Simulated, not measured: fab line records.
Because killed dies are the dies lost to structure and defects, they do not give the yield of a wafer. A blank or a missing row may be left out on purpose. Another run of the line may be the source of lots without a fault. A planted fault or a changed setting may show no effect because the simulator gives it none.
Which tool did it? | flow nand harc | 13 lots, 39 wafers sampled, at 1 step of a route of 1302

== WHAT EACH GAUGE READ, for each wafer ==
NHARC_A_CONTACT_INSPECT_10.
lot  | measured     | on                | raw defect count
L188 | day 22 00:05 | defect inspect-02 | 79 75 68
L191 | day 22 21:08 | defect inspect-01 | 27 21 11
L189 | day 22 22:58 | defect inspect-01 | 90 92 110
L190 | day 23 02:28 | defect inspect-01 | 98 95 88
L192 | day 23 14:56 | defect inspect-01 | 66 59 69
L193 | day 24 06:18 | defect inspect-01 | 76 67 68
L194 | day 24 13:28 | defect inspect-02 | 97 95 112
L199 | day 26 13:47 | defect inspect-01 | 46 34 32
L197 | day 26 14:22 | defect inspect-02 | 64 64 69
L196 | day 26 18:44 | defect inspect-02 | 67 88 85
L200 | day 27 02:37 | defect inspect-02 | 78 88 83
L202 | day 27 20:03 | defect inspect-02 | 81 92 92
L209 | day 31 02:34 | defect inspect-01 | 14 21 22

== EACH LOT AND THE TOOL THAT RAN IT (in order: tool; ch and the chambers of the sampled wafers; start) ==
No process step before these readings appears in the record.

== AS READ BY THE TOOLS THEMSELVES (means over the sampled wafers that have a number; for cases with no such wafer, the mark the record gives instead) ==
The record holds no such reading with a usual standard deviation.

== THE ANSWER, worked out from the rows above alone ==
Rule: what is usual is taken from the lots themselves. The widest of any qualifying gaps counts: lots, ordered by their means at a reading, are off when they make up no more than a third of the lots, leave a main group of 4 or more, and stand apart from it by 3 or more times the standard deviation of that group's means. If all means in a main group match to the digits the tables above print for the reading, that group is not used. Also off: a lot with no number at a reading for which 4 or more lots have one. Any other lot the step has rows for is counted as sound. Order of review: gauges by route order, followed by the tools' own readings, for which a lot's mean as printed above is used. At the first step where some lot is off, the reading lying furthest off is the one used; lots without a number count as furthest.
No lot is off on any of the readings shown, so nothing can be concluded from this.

== WHAT WAS PUT IN BY THE SIMULATOR ==
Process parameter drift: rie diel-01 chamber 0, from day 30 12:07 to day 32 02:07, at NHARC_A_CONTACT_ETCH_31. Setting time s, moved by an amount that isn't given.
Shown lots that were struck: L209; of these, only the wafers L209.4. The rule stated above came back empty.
